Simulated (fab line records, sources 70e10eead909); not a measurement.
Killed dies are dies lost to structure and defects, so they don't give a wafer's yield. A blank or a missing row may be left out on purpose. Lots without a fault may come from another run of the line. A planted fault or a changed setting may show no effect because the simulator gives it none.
Problem report in the 8D (eight disciplines) form, filled by code | flow nand_harc | the parts of the form that need people (team, actions taken, sign-off) are left out

1. THE PROBLEM
thk_nm at NHARC_A_ONON_D1_THK_MEAS_02 reads a mean of 831 nm on 4 wafers of 2 lots; wafers without a fault read 1000 nm with a standard deviation of 7.9. That is -21 standard deviations from the usual mean.
The step: measures by ellipsometry.
First seen on wafer L751.1, day 13 18:35, on film_metro-02. The record holds 33 wafers of 11 lots with a number at this step. Rule for "out", or "out of limits": more than 4 standard deviations from the usual mean. The other wafers with a number count as sound.

2. WHAT IT IS AND WHAT IT IS NOT
question                    | is                             | is not
which readings at this step | thk_nm                         | -
which lots                  | L751, L755                     | L741, L742, L743, L744, L745, L756, L758, L760, L761
which wafers of those lots  | L751.1, L751.4, L755.1, L755.6 | L751.2, L755.3
read on which gauges        | film_metro-01, film_metro-02   | -
when                        | from day 13 18:35              | up to then (16 sound wafers); but 13 sound wafers of L755, L756, L758, L760, L761 came after

3. SUSPECTS, AND WHAT RULES EACH OUT
Counting: a tool at a process step up to the reading stays a suspect if it ran every lot that is out. Sound lots after the first of them don't rule it out here, since some wafers of a struck lot are sound.
- the gauge at NHARC_A_ONON_D1_THK_MEAS_02: ruled out. The wafers that are out were read on 2 gauges (film_metro-01, film_metro-02).
- rie_diel-10 at NHARC_P_BONDPAD_ETCH_24 (etches the open film in CF4/N2, target depth 30 nm, time 72.99 s): kept. It ran every lot that is out, first L751 (day 12 21:46). NHARC_P_BONDPAD_ETCH_24 gives no start for some lots, so the hours and the order of its lots are those of NHARC_A_ZERO_WELL_DESCUM_12.
- rie_diel-02 at NHARC_A_ZERO_WELL_DESCUM_12 (chemistry O2, time 3 s): kept. It ran every lot that is out, first L751 (day 12 21:46); its last sound lot up to then is L744 (day 9 03:46).
- pecvd_onon-01 at NHARC_A_ONON_D1_DEP_00 (target thk 1000 nm): kept. It ran every lot that is out, first L751 (day 13 18:04); its last sound lot up to then is L744 (day 10 04:32).
Left after counting: rie_diel-10 at NHARC_P_BONDPAD_ETCH_24, rie_diel-02 at NHARC_A_ZERO_WELL_DESCUM_12, pecvd_onon-01 at NHARC_A_ONON_D1_DEP_00.

4. THE CAUSE (what the simulator had put in)
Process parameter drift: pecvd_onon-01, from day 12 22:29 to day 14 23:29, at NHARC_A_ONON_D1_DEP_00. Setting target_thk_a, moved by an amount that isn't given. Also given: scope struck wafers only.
Counting left 3 suspects, and this tool is among them.

5. THE CHAIN OF EFFECTS, in route order
Each row: a reading whose mean over the struck wafers that have a number lies more than 3 standard deviations from the usual. Only readings for which the record gives a usual standard deviation are gone through. hours: the time from each lot's start at the first step in this table that gives one to its start at this step, as a median over the lots. sigmas: the change in usual standard deviations.
hours | step                        | reading | usual   | on struck wafers | change | sigmas
0     | NHARC_A_ONON_D1_THK_MEAS_02 | thk_nm  | 1000 nm | 831              | -169   | -21

6. WHAT WOULD HAVE CAUGHT IT SOONER
In this record the first reading out of limits at a measuring or inspecting step was taken at day 13 18:35, 20 hours after the fault began at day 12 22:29.
Of the tool readings at NHARC_A_ONON_D1_DEP_00 for which the record gives a usual standard deviation, none was out on any struck wafer, so an alarm limit of 4 standard deviations on them would not have fired.
Of the lots that are out (2), L755 began NHARC_A_ONON_D1_DEP_00 on pecvd_onon-01 after day 13 18:35. A hold on the tool at that time would have spared it.
